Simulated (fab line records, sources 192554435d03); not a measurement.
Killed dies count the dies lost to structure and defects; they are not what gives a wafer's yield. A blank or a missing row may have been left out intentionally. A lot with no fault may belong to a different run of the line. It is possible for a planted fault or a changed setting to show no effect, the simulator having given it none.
Chamber matching :: flow n5-finfet :: N5_BEOL_M8_DESCUM_33 on rie-diel-06 has 4 sister chambers
The step chemistry O2, time 7 s. 16 wafers are shown with their chamber, then 8 later ones without.

## WAFERS WITH THEIR CHAMBER
wafer: L074.4
chamber: 3
drypump-motor-current-A (A): 6.6
showerhead-plenum-p-Torr (Torr): 2.12
throttle-valve-pct (%): 20.64

wafer: L074.5
chamber: 0
drypump-motor-current-A (A): 6.2
showerhead-plenum-p-Torr (Torr): 2.03
throttle-valve-pct (%): 20.44

wafer: L074.6
chamber: 1
drypump-motor-current-A (A): 4.8
showerhead-plenum-p-Torr (Torr): 2.02
throttle-valve-pct (%): 20.75

wafer: L077.1
chamber: 2
drypump-motor-current-A (A): 5.4
showerhead-plenum-p-Torr (Torr): 2.01
throttle-valve-pct (%): 20.32

wafer: L077.2
chamber: 0
drypump-motor-current-A (A): 6.2
showerhead-plenum-p-Torr (Torr): 2.03
throttle-valve-pct (%): 20.44

wafer: L077.5
chamber: 1
drypump-motor-current-A (A): 4.9
showerhead-plenum-p-Torr (Torr): 2.02
throttle-valve-pct (%): 20.75

wafer: L079.3
chamber: 0
drypump-motor-current-A (A): 6.2
showerhead-plenum-p-Torr (Torr): 2.03
throttle-valve-pct (%): 20.47

wafer: L079.4
chamber: 3
drypump-motor-current-A (A): 6.6
showerhead-plenum-p-Torr (Torr): 2.11
throttle-valve-pct (%): 20.65

wafer: L079.5
chamber: 2
drypump-motor-current-A (A): 5.4
showerhead-plenum-p-Torr (Torr): 2.01
throttle-valve-pct (%): 20.36

wafer: L081.2
chamber: 3
drypump-motor-current-A (A): 6.6
showerhead-plenum-p-Torr (Torr): 2.11
throttle-valve-pct (%): 20.66

wafer: L081.4
chamber: 0
drypump-motor-current-A (A): 6.2
showerhead-plenum-p-Torr (Torr): 2.02
throttle-valve-pct (%): 20.46

wafer: L081.5
chamber: 1
drypump-motor-current-A (A): 4.9
showerhead-plenum-p-Torr (Torr): 2.02
throttle-valve-pct (%): 20.77

wafer: L086.3
chamber: 3
drypump-motor-current-A (A): 6.6
showerhead-plenum-p-Torr (Torr): 2.11
throttle-valve-pct (%): 20.68

wafer: L086.4
chamber: 1
drypump-motor-current-A (A): 4.8
showerhead-plenum-p-Torr (Torr): 2.01
throttle-valve-pct (%): 20.79

wafer: L086.5
chamber: 0
drypump-motor-current-A (A): 6.3
showerhead-plenum-p-Torr (Torr): 2.02
throttle-valve-pct (%): 20.49

wafer: L091.1
chamber: 2
drypump-motor-current-A (A): 5.4
showerhead-plenum-p-Torr (Torr): 2.00
throttle-valve-pct (%): 20.40

SIGNATURES (averages over the wafers above)
reading: drypump-motor-current-A
chamber 0: 6.220
chamber 1: 4.850
chamber 2: 5.400
chamber 3: 6.600
scatter within a chamber: 0.0387

reading: showerhead-plenum-p-Torr
chamber 0: 2.0260
chamber 1: 2.0175
chamber 2: 2.0067
chamber 3: 2.1125
scatter within a chamber: 0.0053

reading: throttle-valve-pct
chamber 0: 20.4600
chamber 1: 20.7650
chamber 2: 20.3600
chamber 3: 20.6575
scatter within a chamber: 0.0241
Rule: for each reading, subtract the chamber's mean from the wafer's reading, divide by that reading's scatter and square the result; add these up over the readings and take the root, which gives the wafer's distance from the chamber. If the next closest chamber is less than 2 further off than the closest, the wafer can't be placed; otherwise it belongs to the closest. The scatter: take each reading less its chamber's mean, square it, sum over the shown wafers, divide by the number of wafers less the number of chambers, and take the root.

## WAFERS WITHOUT THEIR CHAMBER
wafer: L091.2
drypump-motor-current-A (A): 6.6
showerhead-plenum-p-Torr (Torr): 2.10
throttle-valve-pct (%): 20.70

wafer: L091.3
drypump-motor-current-A (A): 6.2
showerhead-plenum-p-Torr (Torr): 2.02
throttle-valve-pct (%): 20.49

wafer: L093.2
drypump-motor-current-A (A): 4.8
showerhead-plenum-p-Torr (Torr): 2.01
throttle-valve-pct (%): 20.81

wafer: L093.3
drypump-motor-current-A (A): 6.2
showerhead-plenum-p-Torr (Torr): 2.02
throttle-valve-pct (%): 20.53

wafer: L093.4
drypump-motor-current-A (A): 5.5
showerhead-plenum-p-Torr (Torr): 2.00
throttle-valve-pct (%): 20.41

wafer: L097.2
drypump-motor-current-A (A): 6.6
showerhead-plenum-p-Torr (Torr): 2.10
throttle-valve-pct (%): 20.71

wafer: L097.4
drypump-motor-current-A (A): 5.4
showerhead-plenum-p-Torr (Torr): 2.00
throttle-valve-pct (%): 20.43

wafer: L097.5
drypump-motor-current-A (A): 6.6
showerhead-plenum-p-Torr (Torr): 2.10
throttle-valve-pct (%): 20.70

## THE CHAMBER EACH PASSED THROUGH
wafer: L091.2
from the rows above: 3
in truth: 3

wafer: L091.3
from the rows above: 0
in truth: 0

wafer: L093.2
from the rows above: 1
in truth: 1

wafer: L093.3
from the rows above: 0
in truth: 0

wafer: L093.4
from the rows above: 2
in truth: 2

wafer: L097.2
from the rows above: 3
in truth: 3

wafer: L097.4
from the rows above: 2
in truth: 2

wafer: L097.5
from the rows above: 3
in truth: 3
8 of 8 placed correctly. Number that these rows cannot place: 0. Wrongly placed: 0.
